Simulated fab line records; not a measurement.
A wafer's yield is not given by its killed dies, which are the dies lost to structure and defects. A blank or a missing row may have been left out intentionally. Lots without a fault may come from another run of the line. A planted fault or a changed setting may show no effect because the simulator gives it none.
A lot that was struck, set against a sound lot :: flow nand harc :: 14 steps out of a route of 1302
Sound: wafers L509.3, L509.4, L509.6. The struck wafers were L525.1, L525.3, L525.4. Last of all comes the cause.
Per side, at each step with rows, come the tool, then ch with its chambers, and then its first start. Under that, the readings that differ: sound wafers :: struck wafers :: difference of the means :: sigmas: that difference in standard deviations of wafers without a fault.
alike: readings with means less than 2 such deviations apart, plus words and numbers identical on both sides. not compared: withheld readings, readings lacking a value on some wafer, bounds such as >300 that could conceal the same value, and numbers that have no deviation in the record and whose values overlap.
A row with sigmas, a row that says differs or no value, or rows on one side alone: a step with any of these is where the two part. Numbers that don't overlap but have no deviation are shown without sigmas and don't part them. A reading that every wafer of one side lacks parts them only if that side has two wafers or more.

NHARC_P_M2_PRE_CLEAN_30: time 30 s.
  sound on pvd sputter-01; struck on pvd sputter-03
  alike: heater power w
NHARC_P_M2_PVD_20: deposits TaN, target thk 5 nm, time 8.06 s.
  sound on pvd sputter-01; struck on pvd sputter-03
  alike: substrate temp c, throttle valve pct
then, 2 steps without rows for these wafers: NHARC_P_M2_PVD_21 (deposits Cu, target thk 30 nm, time 20.49 s); NHARC_P_M2_ECD_22 (material Cu, target thk 400 nm).
NHARC_P_M2_ANNEAL_31: time 90 s.
  sound on rtp anneal-02 ch 0, day 6 16:28; struck on rtp anneal-01 ch 0, day 13 08:22
  alike: anneal temp c, wafer_temp_C_max
then, 1 step without rows for these wafers: NHARC_P_M2_CMP_23 (polishes, t overpolish 20 s, target thk 144.3 nm).
NHARC_P_M2_THK_MEAS_24: measures by xrf.
  struck on film metro-02, day 13 09:01; sound on film metro-01, day 6 17:02
  alike: thk nm
then, 1 step without rows for these wafers: NHARC_P_M2_SRD_25.
NHARC_P_M2_INSPECT_27:
  struck on defect inspect-02, day 13 09:11; sound on defect inspect-02, day 6 17:11
  alike: raw defect count
NHARC_P_M2_PRE_CLEAN_32: time 12 s.
  sound on pecvd-04 ch 0,1, day 6 17:15; struck on pecvd-03 ch 0,2, day 13 09:15
  alike: heater power w
then, 1 step without rows for these wafers: NHARC_P_M2_DEP_33 (deposits SiCN, target thk 30 nm).
NHARC_P_BONDPAD_DEP_00: deposits SiCN, target thk 250 nm.
  sound on pecvd-03 ch 0,2, day 6 17:53; struck on pecvd-01 ch 0,1,2, day 13 09:44
  no value came back on the struck wafers for chamber pressure Torr (Torr), heater power outer w (W), heater power w (W); on the sound wafers chamber pressure Torr (Torr) reads 3.010 3.005 3.006
NHARC_P_BONDPAD_CMP_32: polishes SiCN, target thk 200 nm.
  sound on cmp-01 ch 0,3, day 6 18:17; struck on cmp-02 ch 0,1,2, day 13 10:10
  alike: motor current A
then, 1 step without rows for these wafers: NHARC_P_BONDPAD_SRD_34.

WHERE THEY PART
NHARC_P_BONDPAD_DEP_00 only, going by this record. Later steps at which nothing parts them and some readings are alike: NHARC_P_BONDPAD_CMP_32.

WHY: whatever the simulator had introduced
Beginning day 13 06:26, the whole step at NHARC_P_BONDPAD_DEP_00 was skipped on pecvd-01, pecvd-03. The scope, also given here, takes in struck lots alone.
